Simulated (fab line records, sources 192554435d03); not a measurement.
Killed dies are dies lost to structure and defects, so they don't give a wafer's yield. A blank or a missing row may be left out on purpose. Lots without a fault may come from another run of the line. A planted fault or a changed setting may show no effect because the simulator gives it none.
Which tool did it? | flow n5_finfet | 12 lots, 36 wafers sampled, at 3 steps of a route of 1938

WHAT THE GAUGES READ, wafer by wafer
N5_BEOL_M15_OVL_MEAS_29.
lot  | measured     | on         | M15_OVL (nm)
L077 | day 12 19:58 | overlay-02 | 12 8 14
L074 | day 13 06:02 | overlay-01 | 3 7 5
L078 | day 14 05:01 | overlay-02 | -1 2 1
L080 | day 14 19:56 | overlay-02 | 7 10 8
L085 | day 15 21:14 | overlay-02 | 5 5 4
L082 | day 16 03:30 | overlay-02 | 0 0 7
L086 | day 16 07:22 | overlay-02 | 5 2 3
L090 | day 17 01:20 | overlay-01 | -2 4 1
L091 | day 17 17:30 | overlay-01 | 2 5 6
L092 | day 17 20:08 | overlay-02 | 2 -2 -2
L094 | day 18 08:59 | overlay-02 | 13 11 12
L096 | day 18 21:20 | overlay-02 | 7 10 12

WHICH TOOL RAN EACH LOT (tool, then ch and the chambers of the sampled wafers, then the start)
lot  | N5_BEOL_M15_DESCUM_15              | N5_BEOL_M15_STRIP_63
L077 | rie_diel-01 ch 1,2,3, day 12 18:26 | rie_diel-01 ch 1,2,3, day 12 19:58 or earlier
L074 | rie_diel-01 ch 2,3, day 13 04:23   | rie_diel-01 ch 2,3, day 13 06:02 or earlier
L078 | rie_diel-04 ch 0,3, day 14 03:28   | rie_diel-04 ch 0,3, day 14 05:01 or earlier
L080 | rie_diel-06 ch 0,1,3, day 14 18:22 | rie_diel-06 ch 0,1,3, day 14 19:56 or earlier
L085 | rie_diel-01 ch 1,2,3, day 15 19:41 | rie_diel-01 ch 1,2,3, day 15 21:14 or earlier
L082 | rie_diel-01 ch 0,1,3, day 16 01:57 | rie_diel-01 ch 0,1,3, day 16 03:30 or earlier
L086 | rie_diel-01 ch 0,1,2, day 16 05:50 | rie_diel-01 ch 0,1,2, day 16 07:22 or earlier
L090 | rie_diel-04 ch 0,1, day 16 23:49   | rie_diel-04 ch 0,1, day 17 01:20 or earlier
L091 | rie_diel-01 ch 1,2,3, day 17 16:05 | rie_diel-01 ch 1,2,3, day 17 17:30 or earlier
L092 | rie_diel-01 ch 2,3, day 17 18:38   | rie_diel-01 ch 2,3, day 17 20:08 or earlier
L094 | rie_diel-01 ch 0,2,3, day 18 07:25 | rie_diel-01 ch 0,2,3, day 18 08:59 or earlier
L096 | rie_diel-01 ch 0,3, day 18 19:49   | rie_diel-01 ch 0,3, day 18 21:20 or earlier
- N5_BEOL_M15_DESCUM_15: chemistry O2, time 7.9 s.
- N5_BEOL_M15_STRIP_63: strips in O2.

THE ANSWER, worked out from the rows above alone
Rule: what is usual is taken from the lots themselves. Put in order of their means at a reading, lots are off if they are a third of the lots or fewer, leave a main group of 4 or more, and stand apart from it by a gap of 3 or more times the standard deviation of the main group's means; of several such gaps the widest counts. A main group whose means are all the same, to the digits that the tables above print for the reading, isn't used. A lot without any number at a reading at which 4 lots or more have one is off too. The other lots that the step has rows for count as sound.
No lot is off at any reading shown: from this, nothing can be told.

WHAT THE SIMULATOR HAD PUT IN
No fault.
